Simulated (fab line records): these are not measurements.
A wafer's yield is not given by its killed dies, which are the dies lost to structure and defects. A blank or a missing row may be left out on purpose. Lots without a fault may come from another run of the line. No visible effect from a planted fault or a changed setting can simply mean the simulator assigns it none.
Which tool is to blame? | flow nand-harc | 11 lots with 33 wafers sampled at 6 steps, on a route of 1159 steps

WHAT EACH GAUGE READ, for each wafer
NHARC_P_M1_OVL_MEAS_10: pitch 260 nm. Usual: overlay-x-nm -0.1 nm, standard deviation 1; overlay-y-nm -0.2 nm, standard deviation 0.78.
lot  | measured    | on         | overlay-x-nm (nm) | overlay-y-nm (nm) | flag
L288 | day 5 17:17 | overlay-02 | 0.7 0.5 -0.2      | -0.7 -0.2 0.4     |
L290 | day 6 02:56 | overlay-01 | -0.9 -0.7 -0.3    | -0.8 -1.0 -0.3    |
L289 | day 6 03:25 | overlay-02 | -2.0 -2.0 -2.1    | -0.9 -0.5 -0.5    |
L292 | day 6 20:58 | overlay-01 | 0.4 0.6 0.8       | -0.9 -0.9 -0.7    |
L293 | day 7 06:37 | overlay-01 | -0.4 -0.6 -0.7    | -1.3 -0.6 -1.4    |
L294 | day 7 12:28 | overlay-01 | -0.5 -1.1 -1.5    | -0.9 -0.1 -0.2    |
L297 | day 8 04:31 | overlay-01 | -0.8 -1.0 -0.7    | 0.7 1.3 1.1       |
L298 | day 8 10:22 | overlay-01 | 0.8 1.0 0.8       | 0.5 0.8 0.6       |
L300 | day 9 06:41 | overlay-02 | 0.0 0.1 0.1       | -0.7 -0.3 -0.7    |
L302 | day 9 06:58 | overlay-01 | -0.7 -1.5 -1.2    | -0.9 -0.2 -0.3    |
L303 | day 9 16:29 | overlay-01 | -0.5 -0.1 -0.3    | 0.2 0.0 0.2       |

NHARC_P_M1_CD_MEAS_16. Usual: cd-nm 130.1 nm, standard deviation 0.74.
lot  | measured    | on        | cd-nm (nm)        | flag
L288 | day 5 17:44 | cd-sem-02 | 131.0 129.7 130.5 |
L290 | day 6 03:20 | cd-sem-01 | 130.6 130.0 130.4 |
L289 | day 6 03:49 | cd-sem-03 | 129.6 129.7 128.9 |
L292 | day 6 21:23 | cd-sem-03 | 131.9 131.2 129.6 |
L293 | day 7 07:01 | cd-sem-03 | 130.1 128.8 129.2 |
L294 | day 7 12:52 | cd-sem-02 | 129.5 128.1 129.1 |
L297 | day 8 04:55 | cd-sem-02 | 129.3 128.7 130.2 |
L298 | day 8 10:47 | cd-sem-03 | 130.5 130.4 130.0 |
L300 | day 9 07:05 | cd-sem-01 | 129.7 128.9 129.7 |
L302 | day 9 07:25 | cd-sem-03 | 129.1 130.1 130.6 |
L303 | day 9 16:54 | cd-sem-02 | 129.5 129.2 129.6 |

NHARC_END_SORT_01. Usual: defect-limited-yield 95.4 %, standard deviation 1.7; killed-at-array 27, standard deviation 11; killed-at-other 0.6, standard deviation 0.89; killed-at-periphery 3.0, standard deviation 2.4; killed-dies 31, standard deviation 12; killed-open 3.2, standard deviation 1.6; killed-short 2.0, standard deviation 1.5; sort_bin_2_pct 1.5 %, standard deviation 0.69; sort_bin_3_pct 0.23 %, standard deviation 0.22; sort_bin_4_pct 2.9 %, standard deviation 1.1; sort-n-pass 646, standard deviation 12; sort-rim-yield-pct 94 %, standard deviation 3.3; sort-yield-pct 95.4 %, standard deviation 1.7.
lot  | measured     | on        | defect-limited-yield (%) | killed-at-array | killed-at-other | killed-at-periphery | killed-dies | killed-open | killed-short | sort_bin_2_pct (%) | sort_bin_3_pct (%) | sort_bin_4_pct (%) | sort-n-pass | sort-rim-yield-pct (%) | sort-yield-pct (%) | flag
L288 | day 19 16:58 | prober-02 | 95.3 95.6 95.1           | 27 26 31        | 1 1 0           | 4 3 2               | 32 30 33    | 3 3 2       | 1 1 2        | 1.6 1.9 1.3        | 0.30 0.15 0.30     | 2.8 2.4 3.2        | 645 647 644 | 94 94 92               | 95.3 95.6 95.1     |
L290 | day 19 17:01 | prober-01 | 97.5 96.2 96.6           | 16 23 19        | 0 0 3           | 1 3 1               | 17 26 23    | 4 3 3       | 2 2 2        | 0.7 1.0 1.0        | 0 0.44 0.30        | 1.8 2.4 2.1        | 660 651 654 | 98 95 95               | 97.5 96.2 96.6     |
L289 | day 20 02:20 | prober-01 | 95.9 96.3 95.0           | 23 21 33        | 1 0 0           | 4 4 1               | 28 25 34    | 3 2 2       | 0 0 4        | 0.4 1.5 1.3        | 0.15 0.30 0        | 3.5 1.9 3.7        | 649 652 643 | 91 98 91               | 95.9 96.3 95.0     |
L292 | day 20 16:12 | prober-01 | 93.8 93.5 93.2           | 38 36 35        | 0 0 0           | 4 8 11              | 42 44 46    | 5 5 4       | 1 1 3        | 2.4 1.5 2.4        | 0.30 0 0.44        | 3.5 5.0 4.0        | 635 633 631 | 92 92 92               | 93.8 93.5 93.2     |
L293 | day 21 00:01 | prober-01 | 97.3 97.8 98.5           | 15 12 10        | 0 0 0           | 3 3 0               | 18 15 10    | 2 2 3       | 2 2 1        | 0.9 0.9 0.3        | 0.15 0.15 0        | 1.6 1.2 1.2        | 659 662 667 | 98 99 98               | 97.3 97.8 98.5     |
L294 | day 20 16:35 | prober-02 | 96.9 96.2 97.2           | 13 16 17        | 0 2 0           | 8 8 2               | 21 26 19    | 6 5 2       | 1 3 2        | 1.2 1.3 1.6        | 0 0.15 0.15        | 1.9 2.4 1.0        | 656 651 658 | 92 96 95               | 96.9 96.2 97.2     |
L297 | day 21 18:46 | prober-02 | 94.1 95.0 94.1           | 37 31 38        | 1 0 1           | 2 3 1               | 40 34 40    | 0 6 5       | 2 0 4        | 1.8 2.1 2.5        | 0 0 0.15           | 4.1 3.0 3.2        | 637 643 637 | 92 96 94               | 94.1 95.0 94.1     |
L298 | day 21 20:29 | prober-01 | 95.0 95.0 95.6           | 30 31 25        | 1 0 0           | 3 3 5               | 34 34 30    | 5 2 3       | 2 2 6        | 1.3 1.5 1.6        | 0.30 0.15 0.44     | 3.4 3.4 2.4        | 643 643 647 | 91 97 97               | 95.0 95.0 95.6     |
L300 | day 22 20:36 | prober-01 | 96.2 94.7 95.6           | 23 31 27        | 0 0 1           | 3 5 2               | 26 36 30    | 2 2 2       | 2 3 3        | 1.0 2.1 1.5        | 0 0 0              | 2.8 3.2 3.0        | 651 641 647 | 97 97 93               | 96.2 94.7 95.6     |
L302 | day 22 13:37 | prober-01 | 95.3 94.4 94.5           | 29 35 30        | 2 0 1           | 1 3 6               | 32 38 37    | 5 3 5       | 3 3 4        | 2.1 0.6 1.5        | 0.15 0.89 0.44     | 2.5 4.1 3.5        | 645 639 640 | 93 94 92               | 95.3 94.4 94.5     |
L303 | day 22 15:20 | prober-02 | 95.6 96.2 96.2           | 30 24 22        | 0 1 1           | 0 1 3               | 30 26 26    | 5 3 2       | 1 2 4        | 0.7 1.5 0.9        | 0.15 0 0.44        | 3.5 2.4 2.5        | 647 651 651 | 97 93 97               | 95.6 96.2 96.2     |

WHICH TOOL RAN EACH LOT (tool, then ch and the chambers of the sampled wafers, then the start)
lot  | NHARC_P_M1_ETCH_35                | NHARC_P_M1_ECD_22             | NHARC_P_M1_CMP_23
L288 | rie-diel-01 ch 0,1,2, day 5 17:30 | ecd-cu-01 ch 0,1, day 5 18:49 | cmp-02 ch 0,1,3, day 5 19:32
L290 | rie-diel-12 ch 1,2,3, day 6 03:07 | ecd-cu-02 ch 0,1, day 6 04:46 | cmp-02 ch 0,2,3, day 6 05:29
L289 | rie-diel-08 ch 1,2, day 6 03:35   | ecd-cu-02 ch 0,1, day 6 05:10 | cmp-02 ch 1,2,3, day 6 05:50
L292 | rie-diel-08 ch 0,2, day 6 21:10   | ecd-cu-02 ch 1, day 6 22:30   | cmp-03 ch 0,1,3, day 6 23:14
L293 | rie-diel-12 ch 1,2,3, day 7 06:49 | ecd-cu-01 ch 0,1, day 7 08:06 | cmp-01 ch 0,2,3, day 7 08:53
L294 | rie-diel-08 ch 0,3, day 7 12:39   | ecd-cu-02 ch 0,1, day 7 14:01 | cmp-01 ch 0,2,3, day 7 14:44
L297 | rie-diel-12 ch 0,1,3, day 8 04:42 | ecd-cu-02 ch 0,1, day 8 06:07 | cmp-03 ch 0,2, day 8 06:50
L298 | rie-diel-01 ch 0,1,2, day 8 10:33 | ecd-cu-01 ch 0,1, day 8 11:58 | cmp-02 ch 0,1,3, day 8 12:38
L300 | rie-diel-01 ch 1,2, day 9 06:52   | ecd-cu-02 ch 0,1, day 9 08:10 | cmp-02 ch 1,3, day 9 08:55
L302 | rie-diel-12 ch 0,3, day 9 07:10   | ecd-cu-02 ch 0,1, day 9 08:32 | cmp-03 ch 0,1,2, day 9 09:16
L303 | rie-diel-08 ch 0,3, day 9 16:40   | ecd-cu-02 ch 0,1, day 9 18:08 | cmp-01 ch 0,3, day 9 18:44
- NHARC_P_M1_ETCH_35: etches the open film in N2/H2, target depth 40 nm, overetch 12 nm, time 43.94 s.
- NHARC_P_M1_ECD_22: material Cu, target thk 400 nm.
- NHARC_P_M1_CMP_23: polishes, t overpolish 20 s, target thk 157.82 nm.

WHAT THE TOOLS THEMSELVES READ (means of the sampled wafers that have a number; where no wafer has one, the mark that the record gives instead)
NHARC_P_M1_ETCH_35. Usual: chamber-pressure-mTorr 30.001 mTorr, standard deviation 0.028; drypump-motor-current-A 5.7 A, standard deviation 0.37; oes-product-au 1.001 a.u., standard deviation 0.0087; rf-vpp-V 431.1 V, standard deviation 3; showerhead-plenum-p-Torr 2.06 Torr, standard deviation 0.1; throttle-valve-pct 14.171 %, standard deviation 0.0094.
lot  | tool        | chamber-pressure-mTorr (mTorr) | drypump-motor-current-A (A) | oes-product-au (a.u.) | rf-vpp-V (V) | showerhead-plenum-p-Torr (Torr) | throttle-valve-pct (%) | flag
L288 | rie-diel-01 | 30.046                         | 5.5                         | 1.007                 | 431.2        | 2.06                            | 14.161                 |
L290 | rie-diel-12 | 30.008                         | 5.5                         | 1.001                 | 434.4        | 2.17                            | 14.170                 |
L289 | rie-diel-08 | 30.014                         | 6.0                         | 1.004                 | 427.9        | 1.94                            | 14.171                 |
L292 | rie-diel-08 | 30.018                         | 6.1                         | 1.000                 | 430.8        | 2.03                            | 14.180                 |
L293 | rie-diel-12 | 29.973                         | 5.6                         | 1.004                 | 433.7        | 2.17                            | 14.170                 |
L294 | rie-diel-08 | 30.028                         | 5.7                         | 0.991                 | 433.8        | 2.15                            | 14.173                 |
L297 | rie-diel-12 | 30.001                         | 5.6                         | 1.000                 | 433.0        | 2.12                            | 14.169                 |
L298 | rie-diel-01 | 29.979                         | 5.4                         | 1.006                 | 430.8        | 2.05                            | 14.177                 |
L300 | rie-diel-01 | 30.000                         | 5.7                         | 1.004                 | 429.1        | 2.00                            | 14.173                 |
L302 | rie-diel-12 | 30.001                         | 5.8                         | 1.009                 | 431.4        | 2.05                            | 14.175                 |
L303 | rie-diel-08 | 30.012                         | 5.9                         | 0.999                 | 432.8        | 2.12                            | 14.176                 |

NHARC_P_M1_CMP_23. Usual: motor-current-A 11.7 A, standard deviation 1; slurry-filter-dp-kPa 13.50 kPa, standard deviation 0.15; time-to-endpoint-s 28.5 s, standard deviation 2.1.
lot  | tool   | motor-current-A (A) | slurry-filter-dp-kPa (kPa) | time-to-endpoint-s (s) | flag
L288 | cmp-02 | 11.6                | 13.46                      | 28.0                   |
L290 | cmp-02 | 11.2                | 13.62                      | 27.5                   |
L289 | cmp-02 | 11.0                | 13.37                      | 31.4                   |
L292 | cmp-03 | 10.8                | 13.50                      | 29.9                   |
L293 | cmp-01 | 11.8                | 13.60                      | 28.5                   |
L294 | cmp-01 | 12.0                | 13.50                      | 27.0                   |
L297 | cmp-03 | 12.2                | 13.54                      | 28.1                   |
L298 | cmp-02 | 11.7                | 13.46                      | 29.3                   |
L300 | cmp-02 | 10.6                | 13.54                      | 29.6                   |
L302 | cmp-03 | 11.7                | 13.50                      | 30.5                   |
L303 | cmp-01 | 12.3                | 13.42                      | 21.4                   | OFF

THE ANSWER, worked out from the rows above alone
Rule: a lot is off if the mean of its wafers that have a number lies more than 3 standard deviations from the usual mean. Also off: a lot with no number at a reading for which 4 or more lots have one. The other lots that the step has rows for count as sound. Order of review: gauges by route order, followed by the tools' own readings, for which a lot's mean as printed above is used. The first step at which some lot is off is used, and at that step the reading that is off furthest; a lot without a number counts as furthest.
Off: L303, at NHARC_P_M1_CMP_23 (time-to-endpoint-s).
A tool fits if, at that step or a process step before it, it ran every lot that is off, and no sound lot after the first of them. Can't be told from this: 3 tools fit, rie-diel-08 at NHARC_P_M1_ETCH_35, ecd-cu-02 at NHARC_P_M1_ECD_22, cmp-01 at NHARC_P_M1_CMP_23.

WHAT HAD BEEN PUT IN BY THE SIMULATOR
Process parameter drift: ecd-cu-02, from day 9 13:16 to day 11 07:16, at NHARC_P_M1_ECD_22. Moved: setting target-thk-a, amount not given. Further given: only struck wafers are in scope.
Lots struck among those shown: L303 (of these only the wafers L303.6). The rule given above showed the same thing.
